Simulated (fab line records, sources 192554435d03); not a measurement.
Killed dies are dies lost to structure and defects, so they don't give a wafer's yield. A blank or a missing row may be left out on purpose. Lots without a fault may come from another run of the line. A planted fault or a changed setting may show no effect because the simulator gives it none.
Which tool did it? | flow n5_finfet | 11 lots, 33 wafers sampled, at 3 steps of a route of 1938

WHAT THE GAUGES READ, wafer by wafer
N5_BEOL_M9_THK_MEAS_01.
lot  | measured     | on            | M9_ILD_THK (nm)
L566 | day 10 06:53 | film_metro-01 | 271.6 267.4 272.6
L567 | day 10 16:37 | film_metro-02 | 267.4 272.6 271.0
L568 | day 10 16:47 | film_metro-01 | 262.1 265.8 265.7
L572 | day 11 17:31 | film_metro-02 | 263.0 271.3 267.0
L573 | day 12 03:28 | film_metro-02 | 269.9 272.2 268.7
L574 | day 12 13:03 | film_metro-01 | 267.4 268.0 272.7
L580 | day 13 15:47 | film_metro-02 | 263.1 265.4 267.0
L583 | day 14 01:38 | film_metro-02 | 262.3 267.6 270.3
L584 | day 14 17:02 | film_metro-02 | 266.9 266.8 267.1
L589 | day 15 13:23 | film_metro-01 | 269.5 269.5 268.8
L588 | day 15 23:40 | film_metro-02 | 263.8 266.5 265.7

WHICH TOOL RAN EACH LOT (tool, then ch and the chambers of the sampled wafers, then the start)
lot  | N5_BEOL_M8_DEP_56               | N5_BEOL_M9_ILD_DEP_00
L566 | pecvd-02 ch 0,2, day 10 06:09   | pecvd-02 ch 0,1, day 10 06:17
L567 | pecvd-03 ch 0,1, day 10 15:42   | pecvd-03 ch 0,1,2, day 10 15:50
L568 | pecvd-03 ch 0,1,2, day 10 15:59 | pecvd-04 ch 0,1, day 10 16:07
L572 | pecvd-02 ch 0,1, day 11 16:47   | pecvd-03 ch 0,1,2, day 11 16:55
L573 | pecvd-01 ch 1,2, day 12 02:45   | pecvd-03 ch 1,2, day 12 02:53
L574 | pecvd-02 ch 0,1,2, day 12 12:07 | pecvd-03 ch 0,1, day 12 12:14
L580 | pecvd-02 ch 0,1,2, day 13 15:04 | pecvd-04 ch 0,2, day 13 15:11
L583 | pecvd-01 ch 0,1,2, day 14 00:55 | pecvd-02 ch 0,2, day 14 01:03
L584 | pecvd-03 ch 0,1, day 14 15:50   | pecvd-04 ch 0,1,2, day 14 15:58
L589 | pecvd-01 ch 0,1,2, day 15 12:13 | pecvd-04 ch 0,1,2, day 15 12:21
L588 | pecvd-01 ch 0,1, day 15 22:56   | pecvd-04 ch 1,2, day 15 23:04
- N5_BEOL_M8_DEP_56: deposits SiCN from 3MS/NH3, target thk 10 nm, time 17.5 s.
- N5_BEOL_M9_ILD_DEP_00: deposits SiCOH lowk from DEMS/porogen, target thk 308.51 nm, time 58 s.

THE ANSWER, worked out from the rows above alone
Rule: what is usual is taken from the lots themselves. Put in order of their means at a reading, lots are off if they are a third of the lots or fewer, leave a main group of 4 or more, and stand apart from it by a gap of 3 or more times the standard deviation of the main group's means; of several such gaps the widest counts. A main group whose means are all the same, to the digits that the tables above print for the reading, isn't used. A lot without any number at a reading at which 4 lots or more have one is off too. The other lots that the step has rows for count as sound.
No lot is off at any reading shown: from this, nothing can be told.

WHAT THE SIMULATOR HAD PUT IN
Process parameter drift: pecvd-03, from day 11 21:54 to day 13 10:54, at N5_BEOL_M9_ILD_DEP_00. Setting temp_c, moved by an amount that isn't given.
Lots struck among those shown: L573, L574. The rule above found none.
